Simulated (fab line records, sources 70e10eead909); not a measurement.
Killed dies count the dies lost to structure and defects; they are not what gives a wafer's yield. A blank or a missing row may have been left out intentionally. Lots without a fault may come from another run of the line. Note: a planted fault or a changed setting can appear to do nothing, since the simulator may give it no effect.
A lot that was struck, set against a sound lot	flow nand harc	26 steps out of a route of 1159
Sound: wafers L944.1, L944.5, L944.6. Struck: wafer L941.2 (L941.4, L941.6, from the same lot, were not struck and are left out); the cause is given at the end.
Each step with rows lists, per side, the tool, then ch with its chambers, then its first start. Under that, the readings that differ: sound wafers	struck wafers	difference of the means	sigmas: that difference in standard deviations of wafers without a fault.
alike: readings with means less than 2 such deviations apart, plus words and numbers identical on both sides. not compared: withheld readings, readings lacking a value on some wafer, bounds such as >300 that could conceal the same value, and numbers that have no deviation in the record and whose values overlap.
A row with sigmas, a row that says differs or no value, or rows on one side alone: a step with any of these is where the two part. Non-overlapping numbers with no deviation appear without sigmas and do not part them. Lack of a reading on every wafer of one side parts them only where that side has two or more wafers.

first, 2 steps without rows for these wafers: NHARC_P_GATE_PEB_09 (peb time 85 s); NHARC_P_GATE_DEVELOP_10 (time 70 s).
NHARC_P_GATE_CD_MEAS_11: target cd 1640 nm.
  sound on cd sem-01 ch 0, day 7 09:13; struck on cd sem-03 ch 0, day 6 05:56
  alike: cd nm
then, 1 step without rows for these wafers: NHARC_P_GATE_HARDBAKE_12 (time 80 s).
NHARC_P_GATE_DESCUM_13: chemistry O2, time 3 s.
  sound on rie diel-07 ch 0,1, day 7 09:23; struck on rie diel-07 ch 0, day 6 06:05
reading	sound	struck	difference	sigmas
drypump motor current A (A)	4.7 6.8 4.7	6.7	+1.3	+2
rf vpp V (V)	57.5 58.2 56.9	55.6	-1.9	-2
  alike: oes product au, showerhead plenum p Torr, throttle valve pct
  not compared: rf hours counter h
then, 6 steps without rows for these wafers: NHARC_P_GATE_ETCH_14 (etches SiO2 in dHF, target depth 48.8 nm); NHARC_P_GATE_STRIP_15 (strips in SPM, time 780 s); NHARC_P_GATE_PRECLEAN_71 (cleans in SC1); NHARC_P_GATE_SRD_72; NHARC_P_GATE_OXIDE_16 (material SiO2, target thk 3 nm, ox time 392 s); NHARC_P_GATE_CVD_17 (deposits poly-Si, target thk 150 nm, time 900 s).
NHARC_P_GATE_HM_DEP_102: deposits aC, target thk 120 nm.
  sound on acl dep-03 ch 0, day 7 21:47; struck on acl dep-03 ch 0, day 6 21:26
  alike: throttle valve pct
NHARC_P_GATE_DEP_103: deposits SiON, target thk 30 nm.
  sound on pecvd-03 ch 0,1,2, day 7 22:28; struck on pecvd-02 ch 0, day 6 22:00
  alike: heater power w
then, 8 steps without rows for these wafers: NHARC_P_GATE_DEHYDRATE_18 (time 120 s); NHARC_P_GATE_HMDS_19 (time 30 s); NHARC_P_GATE_COAT_20 (resist thk 90 nm); NHARC_P_GATE_SOFTBAKE_21 (time 55 s); NHARC_P_GATE_EBR_22; NHARC_P_GATE_EXPOSE_23 (exposes mask P GATE, target cd 120 nm); NHARC_P_GATE_PEB_24 (peb time 65 s); NHARC_P_GATE_DEVELOP_25 (develop time 35 s).
NHARC_P_GATE_CD_MEAS_26: target cd 120 nm.
  sound on cd sem-03 ch 0, day 7 23:07; struck on cd sem-03 ch 0, day 6 22:34
  alike: cd nm
NHARC_P_GATE_OVL_MEAS_27:
  struck on overlay-02, day 6 22:39; sound on overlay-01, day 7 23:12
  alike: overlay x nm, overlay y nm
NHARC_P_GATE_INSPECT_28:
  struck on defect inspect-01, day 6 22:41; sound on defect inspect-02, day 7 23:14
reading	sound	struck	difference	sigmas
raw defect count	7 4 7	33	+27	+9
NHARC_P_GATE_DESCUM_31: chemistry O2, time 3 s.
  sound on rie diel-11 ch 0,1,2, day 7 23:20; struck on rie diel-11 ch 1, day 6 22:45
  alike: drypump motor current A, oes product au, rf vpp V, showerhead plenum p Torr, throttle valve pct
  not compared: rf hours counter h
-- the record jumps here: 18 days lie between the struck wafers' starts before and after (it left off in module P_GATE and takes up again in module END, whose first step shown is number 1159 of the route) --
NHARC_END_SORT_01:
  at this point the record logs the struck wafers (prober-01 ch 0, day 24 20:11) and has no rows for the sound ones

WHERE THEY PART
Last at NHARC_END_SORT_01 as far as this record goes, first at NHARC_P_GATE_DESCUM_13.

WHY: whatever the simulator had introduced
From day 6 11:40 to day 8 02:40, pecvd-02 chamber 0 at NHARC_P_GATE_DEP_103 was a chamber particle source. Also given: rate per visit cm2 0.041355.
